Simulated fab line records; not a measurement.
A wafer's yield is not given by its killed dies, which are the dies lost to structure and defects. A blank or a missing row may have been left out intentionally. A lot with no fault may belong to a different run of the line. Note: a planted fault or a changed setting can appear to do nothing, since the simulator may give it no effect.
Matching of chambers | flow n5_finfet | N5_PMOS_HMC_CHANNEL_EPI_HM_OPEN_15 on rie_diel-01 has 4 sister chambers
The step chemistry CHF3/O2, target SiO2, target depth 40.6 nm, time 20.3 s. 4 wafers are shown with their chamber, then 12 later ones without.

WAFERS WITH THEIR CHAMBER
wafer  | chamber | drypump_motor_current_A (A)
L084.6 | 3       | 4.8
L088.1 | 2       | 6.4
L088.2 | 1       | 5.8
L088.3 | 0       | 6.0

WAFERS WITHOUT THEIR CHAMBER
wafer  | drypump_motor_current_A (A)
L088.4 | 4.9
L088.5 | 5.8
L088.6 | 6.0
L092.1 | 6.0
L092.4 | 4.9
L092.6 | 4.9
L093.1 | 5.8
L093.4 | 6.0
L093.5 | 4.9
L095.1 | 6.0
L095.3 | 6.4
L095.4 | 5.8

THE CHAMBER EACH PASSED THROUGH
wafer  | from the rows above | in truth
L088.4 | 3                   | 3
L088.5 | 1                   | 1
L088.6 | 0                   | 0
L092.1 | 0                   | 0
L092.4 | 3                   | 3
L092.6 | 3                   | 3
L093.1 | 1                   | 1
L093.4 | 0                   | 0
L093.5 | 3                   | 3
L095.1 | 0                   | 0
L095.3 | 2                   | 2
L095.4 | 1                   | 1
Correct placement for 12 of the 12. Not placeable from these rows: 0. 0 placed wrongly.
How it was worked out, from the rows above alone: a wafer's distance from a chamber is the root of the sum, over the readings, of the square of ((its reading less the chamber's mean) divided by the reading's scatter). The wafer belongs to the nearest chamber; if the next one is less than 2 further off, it can't be placed. A chamber's mean is the mean of its shown wafers. The scatter: root of mean squared gap, hidden wafer to nearest shown wafer, with one shown wafer a chamber.
